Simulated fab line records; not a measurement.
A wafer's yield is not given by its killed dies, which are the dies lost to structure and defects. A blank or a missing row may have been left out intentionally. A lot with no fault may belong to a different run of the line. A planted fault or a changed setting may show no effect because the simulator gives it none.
Check for tools in common / flow nandHarc / Sampled: 2 lots, 6 wafers

WHY THIS WAS OPENED
At NHARC_END_SORT_01 the reading sort_bin_2_pct is flagged on 1 of 2 lots. Wafers without a fault read 1.4 %, standard deviation 0.57.
Rule: flag the lot when none of its wafers has a number, or when each of its wafers that has one lies beyond 4 standard deviations from that mean. The rest of the lots are taken to be sound.

lot=L474; measured=day 21 22:49; on=prober-02; sort_bin_2_pct (%), wafer by wafer=0.6 0.7 0.9; flag=
lot=L480; measured=day 24 04:32; on=prober-02; sort_bin_2_pct (%), wafer by wafer=97.0 97.2 96.8; flag=FLAGGED
The numbers of the flagged lots are 97.0 % on average: +95.6 % against the usual, or +99 or more standard deviations.

TOOL THAT RAN EACH LOT
The record holds 3 process steps before the reading, out of a route of 1159 steps. Each cell gives the tool, then ch followed by the chambers the sampled wafers passed through, then the start.
lot=L474; flag=; NHARC_A_BLC_STRIP_21=rieDiel-04 ch 1,3, day 20 02:50; NHARC_A_BLC_DEGAS_30=pvdSputter-01, day 20 03:16; NHARC_A_M0_PVD_21=pvdSputter-01, day 20 06:58
lot=L480; flag=FLAGGED; NHARC_A_BLC_STRIP_21=rieDiel-04 ch 1,2,3, day 22 00:20; NHARC_A_BLC_DEGAS_30=pvdSputter-02, day 22 00:46; NHARC_A_M0_PVD_21=pvdSputter-01, day 22 04:34
What is done by these steps:
- NHARC_A_BLC_STRIP_21: strips in O2.
- NHARC_A_BLC_DEGAS_30: time 60 s.
- NHARC_A_M0_PVD_21: deposits Cu, target thk 30 nm, time 20.49 s.
- NHARC_END_SORT_01

FLAGGED OVER TOTAL, TOOL BY TOOL (the gauges that took the reading come last)
step=NHARC_A_BLC_STRIP_21; tool=rieDiel-04; lots run=2; flagged=1; share of the flagged lots=all; sound lots run after its first flagged lot=0
step=NHARC_A_BLC_DEGAS_30; tool=pvdSputter-01; lots run=1; flagged=0; share of the flagged lots=none; sound lots run after its first flagged lot=-
step=NHARC_A_BLC_DEGAS_30; tool=pvdSputter-02; lots run=1; flagged=1; share of the flagged lots=all; sound lots run after its first flagged lot=0
step=NHARC_A_M0_PVD_21; tool=pvdSputter-01; lots run=2; flagged=1; share of the flagged lots=all; sound lots run after its first flagged lot=0
step=NHARC_END_SORT_01; tool=prober-02; lots run=2; flagged=1; share of the flagged lots=all; sound lots run after its first flagged lot=0

THE TABLE: WHAT IT ALLOWS
4 rows of the table ran every flagged lot: rieDiel-04 at NHARC_A_BLC_STRIP_21, pvdSputter-02 at NHARC_A_BLC_DEGAS_30, pvdSputter-01 at NHARC_A_M0_PVD_21, prober-02 at NHARC_END_SORT_01.
- rieDiel-04 at NHARC_A_BLC_STRIP_21: 1 of its 2 lots flagged. It ran its last sound lot, L474, at day 20 02:50 and its first flagged lot, L480, at day 22 00:20: a fault with its onset between the two fits.
- pvdSputter-02 at NHARC_A_BLC_DEGAS_30: 1 of its 1 lot flagged. In this sample it ran no sound lot ahead of its first flagged lot, so there is no way to narrow down the start.
- pvdSputter-01 at NHARC_A_M0_PVD_21: 1 of its 2 lots flagged. It ran its last sound lot, L474, at day 20 06:58 and its first flagged lot, L480, at day 22 04:34: a fault with its onset between the two fits. On the flagged lots its readings are blank where sound lots have values: cathodeDcPowerW, chamberPressurePa, throttleValvePct.
- prober-02 at NHARC_END_SORT_01: 1 of its 2 lots flagged. It ran its last sound lot, L474, at day 21 22:49 and its first flagged lot, L480, at day 24 04:32: a fault with its onset between the two fits.
Counting lots can't tell these 4 tools apart, because each fits a fault that began at some hour. More lots, or a look at what each step does to the wafer, might.

WHAT THE SIMULATOR HAD PUT IN
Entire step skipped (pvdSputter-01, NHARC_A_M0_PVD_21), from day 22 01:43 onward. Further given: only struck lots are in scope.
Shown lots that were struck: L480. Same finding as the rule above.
